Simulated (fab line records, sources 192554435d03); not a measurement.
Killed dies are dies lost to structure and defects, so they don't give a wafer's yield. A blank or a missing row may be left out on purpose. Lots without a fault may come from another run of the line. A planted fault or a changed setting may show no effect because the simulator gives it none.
fab line records | flow n5_finfet
record lots=4 wafers=12 last_day=18
route steps=1938 shown BEOL_M7@1279
lots that met no fault: from a run of the same line without faults
start_h: hours from the record's first day to the start of the lot's first wafer shown | wait_h: hours since the lot's step before | " the same as in the row above | L1.1+2: a row that stands for several wafers | - no value, or no start given | * or withheld: withheld | < > ~ a bound
route shown NAME@n: a module of which the file shows steps, and the number in the route of the first | usual: mean/standard deviation of fault-free wafers | same: alike in all rows | chamber/n: place in a boat | sites: the reading at each site | _std_site: their standard deviation | _edge_site: outer sites' mean less inner sites' | radius_mm: how far each site lies from the wafer's centre | mask NAME#n: copy n | behind: the tool/chamber that last shaped the wafer | hold: why the lot was held/for how many hours/how that ended | device: the transistor (n, p or np) that didn't switch | end of line: the same wafers' tests at the end of the route | a step without rows: its recipe alone | killed: dies lost to structure and defects at the first sort, not the wafer's yield | map: a wafer's dies, x killed, . not, _ none there
set.NAME: the setting as run; set.NAME@STEP: as run at that earlier step | model.NAME: the simulator's own value behind a step, which no gauge read
lots at some steps of the route; a table a step, a row a wafer
services: from which hour (start_h, from the record's first day; less than 0 if before it) a tool's chamber was out of use, for how many hours, and why
## steps
# step N5_BEOL_M7_DESCUM_16
# recipe chemistry=O2 time_s=7.9 source_power_w=50 bias_power_w=20 pressure_mtorr=20 rf_frequency_hz=2.712e+07 temp_c=40 resist=CAR-ArF o2_flow_sccm=225
# step N5_BEOL_M7_ETCH_61
# recipe chemistry=CF4 target=SiARC target_depth_a=455 mask_material=CAR-ArF time_s=75.8 ion_energy_ev=80 pressure_mtorr=40 source_w=545 bias_w=36 Ar_flow_sccm=100 cf4_flow_sccm=100 ends=cleared
# step N5_BEOL_M7_ETCH_62
# recipe chemistry=N2/H2 target=SOC target_depth_a=1100 overetch_a=220 mask_material=SiARC temp_c=40 time_s=165 ion_energy_ev=200 pressure_mtorr=30 source_w=840 bias_w=150 n2_flow_sccm=200 h2_flow_sccm=200
# step N5_BEOL_M7_STRIP_68
# recipe chemistry=N2/H2 temp_c=40 n2_flow_sccm=200 h2_flow_sccm=200 rf_frequency_hz=6e+07
# step N5_BEOL_M7_STRIP_67
# recipe chemistry=CF4 resist=SiARC power_w=300 bias_power_w=75 pressure_mtorr=50 cf4_flow_sccm=150 rf_frequency_hz=6e+07
# step N5_BEOL_M7_HM_OPEN_17
# recipe chemistry=Cl2/BCl3 target_depth_a=200 overetch_a=60 target=TiN mask_material=SOC ion_energy_ev=150 pressure_mtorr=10 icp_w=1000 bias_w=126 Cl2_flow_sccm=53.25 bcl3_flow_sccm=21.75 Ar_flow_sccm=25
# step N5_BEOL_M7_STRIP_19
# recipe chemistry=O2 power_w=400 temp_c=40 pressure_mtorr=30 rf_frequency_hz=6e+07 bias_power_w=0 overash_fraction=0.2 o2_flow_sccm=225
# step N5_BEOL_M7_COAT_63
# recipe resist=SOC temp_c=250 time_s=60 spin_rpm=1500 resist_thk_nm=60
# step N5_BEOL_M7_COAT_64
# recipe resist=SiARC temp_c=220 time_s=60 spin_rpm=1500 resist_thk_nm=12
# step N5_BEOL_M7_COAT_71
# recipe resist=underlayer temp_c=205 time_s=60 spin_rpm=1500 resist_thk_nm=5
# usual chill_plate_temp_C=23.00/0.1 spin_speed_rpm=1499.8/1
# same time_s=60
# columns lot.wafer tool chamber start_h wait_h chill_plate_temp_C spin_speed_rpm
L716.1 litho_track-05 0 199.90 - 23.00 1501.0
L716.4 " 0 " " 23.13 1499.7
L716.5 " 0 " " 23.10 1500.4
L732.3 litho_track-05 0 293.65 - 23.09 1570.6
L732.4 " 0 " " 23.03 1571.4
L732.5 " 0 " " 23.06 1570.2
L736.2 litho_track-05 0 312.34 - 23.05 1571.0
L736.3 " 0 " " 23.05 1572.9
L736.4 " 0 " " 22.93 1571.7
L739.2 litho_track-04 0 345.70 - 23.03 1500.7
L739.4 " 0 " " 22.99 1500.8
L739.6 " 0 " " 22.85 1500.6
# step N5_BEOL_M7_COAT_22
# recipe resist=CAR-EUV spin_rpm=1500 resist_thk_nm=30
# step N5_BEOL_M7_EBR_24
# recipe solvent=PGMEA ebr_width_mm=1.5
# step N5_BEOL_M7_SOFTBAKE_23
# recipe temp_c=110 time_s=60 resist=CAR-EUV
# step N5_BEOL_M7_EXPOSE_25
# recipe mask_id=V6 na=0.33 source_shape=annular sigma_inner=0.4 sigma_outer=0.8 polarization=unpolarized target_cd_nm=40 dose_mj=42.5
# step N5_BEOL_M7_PEB_26
# recipe peb_temp_c=100 peb_time_s=60 resist=CAR-EUV
# step N5_BEOL_M7_DEVELOP_27
# recipe develop_time_s=30 developer=TMAH resist=CAR-EUV rinse_liquid=surfactant_rinse dry=air_spin dev_temp_c=23
# step N5_BEOL_M7_DESCUM_33
# recipe chemistry=O2 time_s=7 source_power_w=50 bias_power_w=20 pressure_mtorr=20 rf_frequency_hz=2.712e+07 temp_c=40 resist=CAR-EUV o2_flow_sccm=225
# step N5_BEOL_M7_ETCH_72
# recipe chemistry=N2/H2 target=underlayer target_depth_a=65 mask_material=CAR-EUV time_s=5.2 ion_energy_ev=200 pressure_mtorr=30 source_w=840 bias_w=150 n2_flow_sccm=200 h2_flow_sccm=200 ends=cleared
# usual drypump_motor_current_A=5.7/0.48 etch_rf_on_time_s=5.19/0.14 h2_flow_sccm=199.9/0.52 n2_flow_sccm=200.0/0.65 oes_product_au=0.66/0.084 rf_vpp_V=524/3.3 showerhead_plenum_p_Torr=2.54/0.1 throttle_valve_pct=17.90/0.26
# columns lot.wafer tool chamber start_h wait_h drypump_motor_current_A etch_rf_on_time_s h2_flow_sccm n2_flow_sccm oes_product_au rf_hours_counter_h rf_vpp_V showerhead_plenum_p_Torr throttle_valve_pct model.etch.depth_nm
L716.1 rie_diel-04 0 200.73 0.0 5.3 5.16 200.2 200.0 0.65 177 526 2.62 17.83 4.982
L716.4 " 3 " " 6.0 5.13 199.4 201.1 0.59 234 526 2.61 17.90 4.971
L716.5 " 0 " " 5.3 5.14 199.7 199.4 0.64 - 526 2.62 17.86 4.978
L732.3 rie_diel-06 2 294.36 0.0 4.9 4.94 200.1 200.1 0.75 48 528 2.70 17.68 4.871
L732.4 " 3 " " 6.2 4.88 199.4 199.2 0.80 13 525 2.48 17.56 4.885
L732.5 " 0 " " 5.6 5.17 200.8 200.7 0.61 - 527 2.61 18.11 4.885
L736.2 rie_diel-06 3 313.18 0.0 6.2 4.87 199.6 199.7 0.79 19 523 2.48 17.59 4.882
L736.3 " 0 " " 5.6 5.17 200.1 199.9 0.59 232 525 2.60 18.13 4.883
L736.4 " 2 " " 4.8 4.98 201.3 200.1 0.73 54 529 2.69 17.72 4.886
L739.2 rie_diel-01 0 346.28 0.0 6.3 5.33 200.1 200.0 0.57 249 521 2.38 18.24 4.987
L739.4 " 1 " " 6.4 5.10 199.8 199.4 0.61 - 524 2.52 18.16 4.961
L739.6 " 2 " " 5.1 5.29 199.2 200.4 0.62 - 527 2.62 17.91 4.996
# step N5_BEOL_M7_ETCH_65
# recipe chemistry=CF4 target=SiARC target_depth_a=156 mask_material=CAR-EUV time_s=26 ion_energy_ev=80 pressure_mtorr=40 source_w=545 bias_w=36 Ar_flow_sccm=100 cf4_flow_sccm=100 ends=cleared
## services
# columns tool chamber start_h hours kind
litho_track-04 - 222.54 - consumable_replace:filter
rie_diel-06 3 242.81 - clean
rie_diel-06 3 242.81 - consumable_replace:focus_ring
rie_diel-06 3 242.81 17.0 scheduled_down
rie_diel-06 3 242.81 17.0 vent_cycle
rie_diel-01 2 244.51 16.5 repair
rie_diel-04 3 251.21 - clean
rie_diel-04 3 251.21 - consumable_replace:focus_ring
rie_diel-04 3 251.21 22.0 scheduled_down
rie_diel-04 3 251.21 22.0 vent_cycle
rie_diel-01 3 261.45 - clean
rie_diel-01 3 261.45 - consumable_replace:focus_ring
rie_diel-01 3 261.45 23.1 scheduled_down
rie_diel-01 3 261.45 23.1 vent_cycle
litho_track-04 - 269.25 - consumable_replace:filter
rie_diel-04 1 273.24 - clean
rie_diel-04 1 273.24 - consumable_replace:focus_ring
rie_diel-04 1 273.24 28.3 scheduled_down
rie_diel-04 1 273.24 28.3 vent_cycle
rie_diel-06 0 287.07 4.0 repair
rie_diel-01 1 288.75 1.8 repair
rie_diel-01 2 333.70 4.4 repair
rie_diel-01 3 341.29 5.2 repair
## key
first_sign step=N5_BEOL_M7_COAT_71 reading=spin_speed_rpm direction=up sigmas=69 usual=* struck=*
effect none on later readings
model_effect step=N5_BEOL_M7_ETCH_72 value=etch.depth_nm without=4.996 struck=4.882
met_at N5_BEOL_M7_COAT_71
struck_wafers L732.3,L732.4,L732.5,L736.2,L736.3,L736.4
onset_between 199.90 293.65
fault kind=process_parameter_drift tool=litho_track-05 chamber=- onset_h=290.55 steps=N5_BEOL_M7_COAT_71 channel=spin_rpm offset=* shape=step end_h=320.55 acts_in=* stated=*
